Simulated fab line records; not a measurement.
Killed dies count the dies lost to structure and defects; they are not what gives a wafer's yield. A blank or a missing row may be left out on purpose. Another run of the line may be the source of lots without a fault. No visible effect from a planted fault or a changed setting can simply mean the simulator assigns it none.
Chamber matching | flow n5 finfet | N5_SDB_DESCUM_16 on rie diel-05: 4 sister chambers
The step chemistry O2, time 7.9 s. 8 wafers are shown with their chamber, then 7 later ones without.

## WAFERS, EACH WITH ITS CHAMBER
wafer  | chamber | showerhead plenum p Torr (Torr) | throttle valve pct (%)
L081.3 | 0       | 1.97                            | 20.77
L081.5 | 0       | 1.97                            | 20.75
L082.6 | 1       | 2.19                            | 20.15
L084.1 | 3       | 2.07                            | 20.56
L084.2 | 1       | 2.19                            | 20.15
L084.6 | 2       | 2.14                            | 19.80
L086.1 | 2       | 2.14                            | 19.83
L086.5 | 3       | 2.06                            | 20.55

## WAFERS WITHOUT THEIR CHAMBER
wafer  | showerhead plenum p Torr (Torr) | throttle valve pct (%)
L086.6 | 2.23                            | 20.35
L091.1 | 2.14                            | 19.81
L091.2 | 2.06                            | 20.57
L091.3 | 2.18                            | 20.18
L097.3 | 2.18                            | 20.20
L097.4 | 2.14                            | 19.83
L097.6 | 2.06                            | 20.62

## THE CHAMBER EACH PASSED THROUGH
wafer  | from the rows above | in truth
L086.6 | 1                   | 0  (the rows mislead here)
L091.1 | 2                   | 2
L091.2 | 3                   | 3
L091.3 | 1                   | 1
L097.3 | 1                   | 1
L097.4 | 2                   | 2
L097.6 | 3                   | 3
Correctly placed: 6 of 7. Left unplaced by these rows: 0. Number placed wrongly: 1.
How it was worked out, from the rows above alone: a wafer's distance from a chamber is the root of the sum, over the readings, of the square of ((its reading less the chamber's mean) divided by the reading's scatter). The wafer belongs to the nearest chamber; if the next one is less than 2 further off, it can't be placed. The mean given for a chamber averages the wafers shown for that chamber. The scatter: the root of (the sum of the squares of (reading less its chamber's mean) over the shown wafers, divided by (wafers less chambers)).
